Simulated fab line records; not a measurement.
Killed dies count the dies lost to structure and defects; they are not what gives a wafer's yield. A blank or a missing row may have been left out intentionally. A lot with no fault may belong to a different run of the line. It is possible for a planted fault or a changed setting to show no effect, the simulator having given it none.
Chamber matching ; flow n5_finfet ; 4 sister chambers for N5_BEOL_M5_VIA_ETCH_34 on rie_diel-03
The step etches SiCOH lowk in C4F6/O2, target depth 88.3 nm, time 39.2 s. 4 wafers are shown with their chamber, then 7 later ones without.

## WAFERS WITH THEIR CHAMBER
wafer;chamber;throttle_valve_pct (%)
L078.5;0;21.28
L082.5;3;20.31
L084.2;1;20.98
L084.3;2;21.13

## WAFERS MISSING THEIR CHAMBER
wafer;throttle_valve_pct (%)
L084.5;21.13
L090.4;20.34
L090.5;20.99
L090.6;21.13
L093.2;20.91
L093.4;21.02
L093.5;20.98

## THE CHAMBER EACH PASSED THROUGH
wafer;from the rows above;in truth
L084.5;2;2
L090.4;3;3
L090.5;1;1
L090.6;2;2
L093.2;1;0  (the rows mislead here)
L093.4;1;1
L093.5;1;1
Placed correctly: 6 of 7. Number that these rows cannot place: 0. 1 placed wrongly.
How it was worked out, from the rows above alone: a wafer's distance from a chamber is the root of the sum, over the readings, of the square of ((its reading less the chamber's mean) divided by the reading's scatter). If the next closest chamber is less than 2 further off than the closest, the wafer can't be placed; otherwise it belongs to the closest. Each chamber's mean is taken over the wafers shown for it. The scatter (one wafer shown for each chamber): square how far every hidden wafer sits from the nearest shown wafer, average those squares and take the square root.
